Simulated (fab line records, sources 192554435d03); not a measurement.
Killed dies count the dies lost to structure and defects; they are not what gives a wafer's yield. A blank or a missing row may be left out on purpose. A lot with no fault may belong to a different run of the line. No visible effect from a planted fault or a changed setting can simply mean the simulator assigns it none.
Chamber matching || flow n5 finfet || N5_HKMG_FIN_STRIP_92 on rie diel-06 has 4 sister chambers
The step strips SOC in N2/H2, time 20 s. 4 wafers are shown with their chamber, then 9 later ones without.

## EACH WAFER AND ITS CHAMBER
{"wafer": "L080.2", "chamber": 1, "drypump motor current A (A)": 5.6}
{"wafer": "L082.1", "chamber": 3, "drypump motor current A (A)": 4.8}
{"wafer": "L082.4", "chamber": 0, "drypump motor current A (A)": 4.8}
{"wafer": "L082.5", "chamber": 2, "drypump motor current A (A)": 5.3}

## WAFERS MISSING THEIR CHAMBER
{"wafer": "L084.1", "drypump motor current A (A)": 4.8}
{"wafer": "L084.2", "drypump motor current A (A)": 5.3}
{"wafer": "L084.4", "drypump motor current A (A)": 5.3}
{"wafer": "L090.1", "drypump motor current A (A)": 4.8}
{"wafer": "L090.4", "drypump motor current A (A)": 4.9}
{"wafer": "L090.5", "drypump motor current A (A)": 5.6}
{"wafer": "L091.3", "drypump motor current A (A)": 4.8}
{"wafer": "L091.4", "drypump motor current A (A)": 5.6}
{"wafer": "L091.5", "drypump motor current A (A)": 4.8}

## EACH ONE'S CHAMBER
{"wafer": "L084.1", "from the rows above": "can't be placed: 0 or 3", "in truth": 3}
{"wafer": "L084.2", "from the rows above": 2, "in truth": 2}
{"wafer": "L084.4", "from the rows above": 2, "in truth": 2}
{"wafer": "L090.1", "from the rows above": "can't be placed: 0 or 3", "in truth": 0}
{"wafer": "L090.4", "from the rows above": "can't be placed: 0 or 3", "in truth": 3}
{"wafer": "L090.5", "from the rows above": 1, "in truth": 1}
{"wafer": "L091.3", "from the rows above": "can't be placed: 0 or 3", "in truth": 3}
{"wafer": "L091.4", "from the rows above": 1, "in truth": 1}
{"wafer": "L091.5", "from the rows above": "can't be placed: 0 or 3", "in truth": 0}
4 of 9 placed correctly. Unplaceable from these rows: 5, with the true chamber sitting among the candidates in 5. Number placed wrongly: 0.
How it was worked out, from the rows above alone: a wafer's distance from a chamber is the root of the sum, over the readings, of the square of ((its reading less the chamber's mean) divided by the reading's scatter). If the next closest chamber is less than 2 further off than the closest, the wafer can't be placed; otherwise it belongs to the closest. Each chamber's mean is taken over the wafers shown for it. The scatter (one wafer shown for each chamber): square how far every hidden wafer sits from the nearest shown wafer, average those squares and take the square root.
